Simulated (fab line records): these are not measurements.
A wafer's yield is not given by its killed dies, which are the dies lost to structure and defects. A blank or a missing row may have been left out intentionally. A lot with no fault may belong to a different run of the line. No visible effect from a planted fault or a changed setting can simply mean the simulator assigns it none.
Which of the tools did it? + flow nand-harc + Sampling: 6 lots, 18 wafers, 5 of 1159 route steps

## WHAT THE GAUGES READ, wafer by wafer
NHARC_END_SORT_01.
| lot  | measured     | on        | sort_bin_4_pct (%) |
|------|--------------|-----------|--------------------|
| L822 | day 19 12:35 | prober-02 | 3.7 3.7 3.1        |
| L824 | day 19 23:25 | prober-01 | 3.0 2.1 2.4        |
| L827 | day 20 15:22 | prober-02 | 1.5 3.5 2.2        |
| L828 | day 21 01:21 | prober-01 | 3.0 3.5 2.1        |
| L834 | day 22 11:40 | prober-01 | 3.2 4.3 3.5        |

## WHICH TOOL RAN EACH LOT (tool, then ch and the chambers of the sampled wafers, then the start)
| lot  | NHARC_A_M0_ECD_22              | NHARC_THIN_TSV_DEP_43           | NHARC_THIN_TSV_DESCUM_14           | NHARC_THIN_TSV_PRE_CLEAN_54  |
|------|--------------------------------|---------------------------------|------------------------------------|------------------------------|
| L822 | ecd-cu-02 ch 0,1, day 17 19:37 | pecvd-02 ch 0,1,2, day 18 18:10 | rie-diel-13 ch 2,3, day 18 19:09   | pvd-sputter-02, day 18 23:50 |
| L824 | ecd-cu-01 ch 0,1, day 18 03:25 | pecvd-02 ch 0,2, day 19 06:18   | rie-diel-12 ch 2,3, day 19 07:15   | pvd-sputter-02, day 19 11:56 |
| L827 | ecd-cu-02 ch 0,1, day 18 19:44 | pecvd-03 ch 0,1, day 19 20:23   | rie-diel-12 ch 1,2,3, day 19 21:24 | pvd-sputter-03, day 20 03:46 |
| L828 | ecd-cu-01 ch 0,1, day 19 09:05 | pecvd-03 ch 1,2, day 20 10:57   | rie-diel-13 ch 0,1, day 20 11:46   | pvd-sputter-01, day 20 16:38 |
| L834 | ecd-cu-01 ch 0,1, day 20 18:00 | pecvd-02 ch 1,2, day 21 17:50   | rie-diel-12 ch 1,3, day 21 18:50   | pvd-sputter-01, day 21 23:55 |
| L842 | ecd-cu-01 ch 0,1, day 23 01:47 | pecvd-01 ch 0,1,2, day 24 07:49 | rie-diel-04 ch 0,1,3, day 24 08:49 | pvd-sputter-01, day 24 13:29 |
- NHARC_A_M0_ECD_22: material Cu, target thk 400 nm.
- NHARC_THIN_TSV_DEP_43: deposits SiO2, target thk 1328.5 nm.
- NHARC_THIN_TSV_DESCUM_14: chemistry O2, time 3 s.
- NHARC_THIN_TSV_PRE_CLEAN_54: time 30 s.

## THE ANSWER, worked out from the rows above alone
Rule: usual is defined by the lots themselves. Put in order of their means at a reading, lots are off if they are a third of the lots or fewer, leave a main group of 4 or more, and stand apart from it by a gap of 3 or more times the standard deviation of the main group's means; of several such gaps the widest counts. The tables above print the reading to a certain number of digits; a main group whose means all agree to those digits is not used. A lot without any number at a reading at which 4 lots or more have one is off too. The other lots that the step has rows for count as sound.
No lot is off at any reading shown: from this, nothing can be told.

## WHAT THE SIMULATOR HAD PUT IN
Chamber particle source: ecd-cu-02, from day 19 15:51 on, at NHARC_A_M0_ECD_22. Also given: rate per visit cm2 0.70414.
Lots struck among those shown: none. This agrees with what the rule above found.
